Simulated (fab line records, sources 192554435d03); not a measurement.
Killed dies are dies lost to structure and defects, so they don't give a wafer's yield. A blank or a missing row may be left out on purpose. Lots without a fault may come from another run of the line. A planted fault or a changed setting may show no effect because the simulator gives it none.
fab line records | flow n5_finfet
record lots=4 wafers=12 last_day=17
route steps=1938 shown BEOL_M9@1458 BEOL_M10@1470 PASSIVATION@1936
lots that met no fault: from a run of the same line without faults
start_h: hours from the record's first day to the start of the lot's first wafer shown | wait_h: hours since the lot's step before | " the same as in the row above | L1.1+2: a row that stands for several wafers | - no value, or no start given | * or withheld: withheld | < > ~ a bound
route shown NAME@n: a module of which the file shows steps, and the number in the route of the first | usual: mean/standard deviation of fault-free wafers | same: alike in all rows | chamber/n: place in a boat | sites: the reading at each site | _std_site: their standard deviation | _edge_site: outer sites' mean less inner sites' | radius_mm: how far each site lies from the wafer's centre | mask NAME#n: copy n | behind: the tool/chamber that last shaped the wafer | hold: why the lot was held/for how many hours/how that ended | device: the transistor (n, p or np) that didn't switch | end of line: the same wafers' tests at the end of the route | a step without rows: its recipe alone | killed: dies lost to structure and defects at the first sort, not the wafer's yield | map: a wafer's dies, x killed, . not, _ none there
set.NAME: the setting as run; set.NAME@STEP: as run at that earlier step | model.NAME: the simulator's own value behind a step, which no gauge read
lots at some steps of the route; a table a step, a row a wafer
services: from which hour (start_h, from the record's first day; less than 0 if before it) a tool's chamber was out of use, for how many hours, and why
## steps
# step N5_BEOL_M9_ALD_74
# recipe material=TaN target_thk_a=20 temp_c=275 ald_precursor_family=PDMAT ald_co_reactant=NH3 pressure_torr=3 carrier_flow_sccm=1500 pulse_time_s=2 purge_time_s=3 co_reactant_purge_time_s=2 co_reactant_pulse_time_s=3 ald_cycles=40 precursor_vessel_temp_c=75 precursor_vessel_pressure_torr=26.25 precursor_vessel_carrier_sccm=1000
# step N5_BEOL_M9_SURFACE_TREAT_79
# recipe gas=Ar time_s=* ion_energy_ev=* ion_current_ma_cm2=0.5 pressure_mtorr=* ar_flow_sccm=30
# step N5_BEOL_M9_CVD_78
# recipe material=Co target_thk_a=20 temp_c=withheld precursor=CCTBA/H2 pressure_torr=30 time_s=138.9
# step N5_BEOL_M9_SPUTTER_48
# recipe material=Cu target_thk_a=120 temp_c=-20 bias_v=60 power_w=26000 chamber_pressure_pa=0.13 time_s=2
# step N5_BEOL_M9_ECD_50
# recipe material=Cu target_thk_a=3180
# step N5_BEOL_M9_ANNEAL_51
# recipe temp_c=225 time_s=90 ambient=N2
# step N5_BEOL_M9_CMP_52
# recipe stop_on=SiCOH_lowk t_overpolish_s=7 down_force_psi=1 platen_rpm=50 clearing_platen_down_force_psi=1.5 clearing_platen_rpm=50 post_cmp_clean=cu_alkaline target_thk_nm=140 clearing_platen_pad_velocity_m_s=0.99484 pad_velocity_m_s=0.99484
# step N5_BEOL_M9_PRE_CLEAN_55
# recipe gas=NH3 time_s=15 temp_c=withheld rf_power_w=300
# step N5_BEOL_M9_DEP_56
# recipe material=SiCN target_thk_a=150 temp_c=withheld precursor=3MS/NH3 pressure_torr=3 rf_w=202 time_s=26.5
# step N5_BEOL_M10_ILD_DEP_00
# recipe material=SiCOH_lowk target_thk_a=3085.1 temp_c=300 precursor=DEMS/porogen pressure_torr=5 rf_w=500 time_s=58
# usual heater_power_w=316/64 showerhead_plenum_p_Torr=5.748/0.018 throttle_valve_pct=14.0/0.76
# columns lot.wafer tool chamber start_h wait_h heater_power_w showerhead_plenum_p_Torr throttle_valve_pct
L630.2 pecvd-04 1 258.39 0.0 350 5.756 13.4
L630.4 " 0 " " 223 5.726 14.7
L630.6 " 1 " " 357 5.762 13.3
L632.1 pecvd-04 2 266.66 0.0 348 5.731 13.1
L632.4 " 0 " " 245 5.723 14.8
L632.5 " 1 " " 379 5.767 13.3
L638.4 pecvd-03 0 315.88 0.1 379 5.774 14.6
L638.5 " 1 " " 314 5.770 14.8
L638.6 " 2 " " 304 5.737 12.7
L644.3 pecvd-04 0 348.76 0.0 292 5.724 14.3
L644.5 " 1 " " 348 5.766 13.3
L644.6 " 2 " " 297 5.744 12.9
# step N5_BEOL_M10_CURE_71
# recipe temp_c=385 time_s=240 ambient=He/Ar material=SiCOH_lowk
# step N5_BEOL_M10_PECVD_70
# recipe material=SiO2 target_thk_a=200 temp_c=400 precursor=TEOS/O2 pressure_torr=5.5 rf_w=450 teos_flow_sccm=53.8 gas=O2 flow_sccm=3000 time_s=22.7
# step N5_BEOL_M10_HM_DEP_02
# recipe material=TiN target_thk_a=200 temp_c=25 chamber_pressure_pa=0.49996
# step N5_BEOL_M10_COAT_59
# recipe resist=SOC temp_c=250 time_s=60 spin_rpm=1500 resist_thk_nm=100
# step N5_BEOL_M10_COAT_60
# recipe resist=SiARC temp_c=220 time_s=60 spin_rpm=1500 resist_thk_nm=30
# step N5_BEOL_M10_COAT_05
# recipe resist=CAR-ArF spin_rpm=1500 resist_thk_nm=90
# step N5_BEOL_M10_EBR_07
# recipe solvent=PGMEA ebr_width_mm=1.5
# step N5_BEOL_M10_SOFTBAKE_06
# recipe temp_c=110 time_s=60 resist=CAR-ArF
# step N5_BEOL_M10_EXPOSE_08
# recipe mask_id=M10 na=1.35 source_shape=dipole sigma_inner=0.411 sigma_outer=0.611 polarization=te dose_mj=53.75
# step N5_BEOL_M10_PEB_09
# recipe peb_temp_c=withheld peb_time_s=60 resist=CAR-ArF
# step N5_BEOL_M10_DEVELOP_10
# recipe develop_time_s=30 developer=TMAH resist=CAR-ArF rinse_liquid=diw dry=air_spin dev_temp_c=23
# step N5_BEOL_M10_INSPECT_13
# recipe mode=adi inspect_instrument=brightfield
# usual raw_defect_count=420/84
# columns lot.wafer tool chamber start_h wait_h raw_defect_count
L630.2 defect_inspect-02 - 261.10 0.0 1046
L630.4 " - " " 1080
L630.6 " - " " 1040
L632.1 defect_inspect-01 - 269.09 0.0 1057
L632.4 " - " " 1074
L632.5 " - " " 1058
L638.4 defect_inspect-01 - 318.23 0.0 337
L638.5 " - " " 322
L638.6 " - " " 420
L644.3 defect_inspect-01 - 350.12 0.0 331
L644.5 " - " " 382
L644.6 " - " " 383
# step N5_BEOL_M10_DESCUM_16
# recipe chemistry=O2 time_s=7.9 source_power_w=50 bias_power_w=20 pressure_mtorr=20 rf_frequency_hz=2.712e+07 temp_c=40 resist=CAR-ArF o2_flow_sccm=225
# step N5_BEOL_M10_ETCH_61
# recipe chemistry=CF4 target=SiARC target_depth_a=390 mask_material=CAR-ArF time_s=65 ion_energy_ev=80 pressure_mtorr=40 source_w=545 bias_w=36 Ar_flow_sccm=100 cf4_flow_sccm=100 ends=cleared
# step N5_BEOL_M10_ETCH_62
# recipe chemistry=N2/H2 target=SOC target_depth_a=1100 overetch_a=220 mask_material=SiARC temp_c=40 time_s=165 ion_energy_ev=200 pressure_mtorr=30 source_w=840 bias_w=150 n2_flow_sccm=200 h2_flow_sccm=200
# step N5_BEOL_M10_STRIP_68
# recipe chemistry=N2/H2 temp_c=40 n2_flow_sccm=200 h2_flow_sccm=200 rf_frequency_hz=6e+07
# step N5_BEOL_M10_STRIP_67
# recipe chemistry=CF4 resist=SiARC power_w=300 bias_power_w=75 pressure_mtorr=50 cf4_flow_sccm=150 rf_frequency_hz=6e+07
# step N5_BEOL_M10_HM_OPEN_17
# recipe chemistry=Cl2/BCl3 target_depth_a=200 overetch_a=60 target=TiN mask_material=SOC ion_energy_ev=150 pressure_mtorr=10 icp_w=1000 bias_w=126 Cl2_flow_sccm=53.25 bcl3_flow_sccm=21.75 Ar_flow_sccm=25
# step N5_BEOL_M10_STRIP_19
# recipe chemistry=O2 power_w=400 temp_c=40 pressure_mtorr=30 rf_frequency_hz=6e+07 bias_power_w=0 overash_fraction=0.2 o2_flow_sccm=225
# step N5_BEOL_M10_COAT_63
# recipe resist=SOC temp_c=250 time_s=60 spin_rpm=1500 resist_thk_nm=100
# step N5_BEOL_M10_COAT_64
# recipe resist=SiARC temp_c=220 time_s=60 spin_rpm=1500 resist_thk_nm=30
# step N5_BEOL_M10_COAT_22
# recipe resist=CAR-ArF spin_rpm=1500 resist_thk_nm=90
# step N5_BEOL_M10_EBR_24
# recipe solvent=PGMEA ebr_width_mm=1.5
# step N5_BEOL_M10_SOFTBAKE_23
# recipe temp_c=110 time_s=60 resist=CAR-ArF
# step N5_BEOL_M10_EXPOSE_25
# recipe mask_id=V9 na=1.35 source_shape=annular sigma_inner=0.5 sigma_outer=0.8 polarization=unpolarized dose_mj=85.5
# step N5_BEOL_M10_INSPECT_30
# recipe mode=adi inspect_instrument=brightfield
# usual raw_defect_count=415/90
# columns lot.wafer tool chamber start_h wait_h raw_defect_count
L630.2 defect_inspect-01 - 264.14 0.0 1024
L630.4 " - " " 1033
L630.6 " - " " 1011
L632.1 defect_inspect-01 - 270.67 0.0 1030
L632.4 " - " " 1101
L632.5 " - " " 1068
L638.4 defect_inspect-01 - 319.35 0.0 366
L638.5 " - " " 332
L638.6 " - " " 420
L644.3 defect_inspect-01 - 352.37 0.0 354
L644.5 " - " " 416
L644.6 " - " " 395
# step N5_PASSIVATION_PROBE_49
# usual defect_limited_yield=91.3/1.5 killed_at_M0_to_M3=33/12 killed_at_M4_up=13/5.2 killed_at_contacts=13/6.7 killed_at_front_end=40/11 killed_at_other=4.1/2.7 killed_dies=103/17 killed_on_rim=14/4.2 killed_open=69/13 killed_short=33/8.4 sort_bin_5_function=5.1/1 sort_bin_6_memory=3.2/0.62 sort_bin_8_speed=0.00/0.014 sort_n_pass=1077/17
# same gross_dies=1180 killed_at_back_side=0 sort_bin_4_leakage[%]=0
# columns lot.wafer tool chamber start_h wait_h defect_limited_yield[%] killed_at_M0_to_M3 killed_at_M4_up killed_at_contacts killed_at_front_end killed_at_other killed_dies killed_on_rim killed_open killed_short sort_bin_5_function[%] sort_bin_6_memory[%] sort_bin_8_speed[%] sort_n_pass
L630.2 prober-01 - 316.71 0.1 82.9 27 126 15 31 3 202 32 52 40 10.3 4.0 0 978
L630.4 prober-01 - 316.81 0.2 86.9 24 78 18 28 7 155 25 65 26 8.1 2.9 0 1025
L630.6 prober-01 - 316.91 0.3 81.2 46 125 18 28 5 222 23 79 33 12.4 3.6 0 958
L632.1 prober-01 - 325.48 0.0 84.4 31 89 17 42 5 184 28 68 36 9.2 3.4 0 996
L632.4 prober-01 - 325.63 0.2 89.2 27 70 9 19 3 128 30 43 24 6.3 3.3 0 1052
L632.5 prober-01 - 325.68 0.2 82.3 29 129 6 43 2 209 24 56 33 11.4 3.6 0 971
# killed by level:class
L630.2 BEOL_M10:unspecified=110 MOL_CONTACT_COAG:geometric_particle:open=11 BEOL_M0_SAQP:geometric_particle:short=9 FIN_SAQP:geometric_particle:open=7 BEOL_M4:geometric_particle:short=6 BEOL_M2:geometric_particle:open=5 BEOL_M7:geometric_particle:open=5 FIN_SAQP:geometric_particle:short=4
L630.4 BEOL_M10:unspecified=63 MOL_CONTACT_COAG:geometric_particle:open=15 STI_FIN_REVEAL:geometric_particle:open=10 BEOL_M4:geometric_particle:short=7 BEOL_M1:geometric_particle:open=5 BEOL_M2:geometric_particle:open=5 BEOL_M0_SAQP:geometric_particle:short=4 MIM_TOP_ETCH:geometric_particle:open=4
L630.6 BEOL_M10:unspecified=110 MOL_CONTACT_COAG:geometric_particle:open=16 BEOL_M1:geometric_particle:open=14 BEOL_M0_SAQP:geometric_particle:short=9 BEOL_M4:geometric_particle:open=8 STI_FIN_REVEAL:geometric_particle:open=7 BEOL_M3:geometric_particle:open=7 BEOL_M0_SAQP:geometric_particle:open=6
L632.1 BEOL_M10:unspecified=79 STI_FIN_REVEAL:geometric_particle:open=13 MOL_CONTACT_COAG:geometric_particle:open=12 BEOL_M2:geometric_particle:open=10 BEOL_M0_SAQP:geometric_particle:open=9 BEOL_M0_SAQP:geometric_particle:short=8 BEOL_M5:geometric_particle:open=7 FIN_SAQP:geometric_particle:open=5
L632.4 BEOL_M10:unspecified=61 BEOL_M0_SAQP:geometric_particle:open=10 BEOL_M0_SAQP:geometric_particle:short=8 STI_FIN_REVEAL:geometric_particle:open=5 MOL_CONTACT_COAG:geometric_particle:open=5 MOL_CONTACT_COAG:geometric_particle:short=4 BEOL_M4:geometric_particle:open=4 BEOL_M2:geometric_particle:open=3
L632.5 BEOL_M10:unspecified=119 STI_FIN_REVEAL:geometric_particle:open=12 BEOL_M0_SAQP:geometric_particle:short=9 FIN_SAQP:geometric_particle:short=7 BEOL_M2:geometric_particle:open=7 MOL_CONTACT_COAG:geometric_particle:open=6 BEOL_M0_SAQP:geometric_particle:open=5 FIN_SAQP:geometric_particle:open=4
# map L630.6 (x killed, . not)
_________________....x.......________________
______________.......x.........._____________
___________..x.........x...........__________
__________........x....x......x....._________
________..x..........................._______
_______..................x..........x..______
______..xx....................xx.....x.._____
_____..........x....x.xxx................____
____.........x....x..............x........___
___.....x..............................x.x.__
___..x..xx.............xx..x...............__
__.....x....x...x....................xx....._
__...x....x.x...............x.......x.xx.x.._
_................x.................xxxxxxxxxx
_......................x...........xxxxxxxxxx
_....x.........x................xxx.xxxxxxxx.
_x..x.xx...................xx..xxxxxxxxxxxxxx
_...................x........x..xxxxxxxxxxxxx
_....x............x.........x....xxxxxxxxxxxx
_..x...................x.....x..x..xxxxxxxxxx
_.x..............x.......xx......xx.xxxxxxxxx
__...xx...xxx.x.x..x...............xxxxxxxxx_
__.....xx..x......................x.xxxxx.xx_
___...............x.........x......x..x....__
___x...................x.x.....x........x.x__
____.......x.x...x...........x.x..........___
_____....xxx..........................x..____
______.........x.............x.........._____
_______........x.....x...........x.....______
________....x....xx..................._______
__________.........x...x....x......._________
___________..............x.......x.__________
______________......x..........x_____________
_________________.x..........________________
# map L632.5 (x killed, . not)
_________________....x.......________________
______________.x.....x.x.x......_____________
___________..............x..x......__________
__________.................x...x...._________
________..............x..............x_______
_______...x............................______
______........................x........._____
_____....x............x.......x.......x..____
____.............x.....x..................___
___.x..x.x....................x.........x..__
___...............................x...x....__
__.x......x.x..x......x..x....xx....x...x..._
__.x..........x.x...x..x............xxxx.x.x_
_..x........x......................xxxxxxxxxx
_.............x..................xxxxxxxxxxxx
_.x..........x...........x......x.xxxxxxxxxxx
_................x....x.........xxxxxxxxxxxxx
_.x......................x......x.xxxxxxxxxxx
_......x......................x...xxxxxxxxxxx
_...............x........x....x..xxxxxxxxxxxx
_..x........x......................xxxxxxxxxx
__.x...........x...............x..xxxxxxxxxx_
__....................x............xx.xxx.xx_
___.......x...x............x..x..xxx...xx..__
___...........x.......x.......x.....xx.x..x__
____...................................x..___
_____..........x...x.....................____
______...x.........x......x...........x._____
_______...................x............______
________..................x..x......x._______
__________.........x................_________
___________....x...................__________
______________..........x.....x._____________
_________________.......x....________________
## services
# columns tool chamber start_h hours kind
pecvd-04 1 239.86 2.1 scheduled_down
pecvd-04 0 258.81 5.5 scheduled_down
pecvd-03 0 275.91 7.4 repair
pecvd-04 - 278.25 1.6 repair
pecvd-03 0 294.35 16.5 scheduled_down
pecvd-03 1 301.75 6.2 repair
## key
first_sign step=N5_BEOL_M10_INSPECT_13 reading=raw_defect_count direction=up sigmas=7.6 usual=420 struck=1059
effect step=N5_BEOL_M10_INSPECT_30 reading=raw_defect_count direction=up sigmas=7 usual=415 struck=1044
effect step=N5_PASSIVATION_PROBE_49 reading=killed_at_M4_up direction=up sigmas=17 usual=13 struck=103
more_kills_born_at N5_BEOL_M10_ILD_DEP_00@pecvd-04=542
met_at N5_BEOL_M10_ILD_DEP_00
struck_wafers L630.2,L630.4,L630.6,L632.1,L632.4,L632.5
fault kind=chamber_particle_source tool=pecvd-04 chamber=- onset_h=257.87 steps=N5_BEOL_M10_ILD_DEP_00 rate_per_visit_cm2=1.0247 end_h=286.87
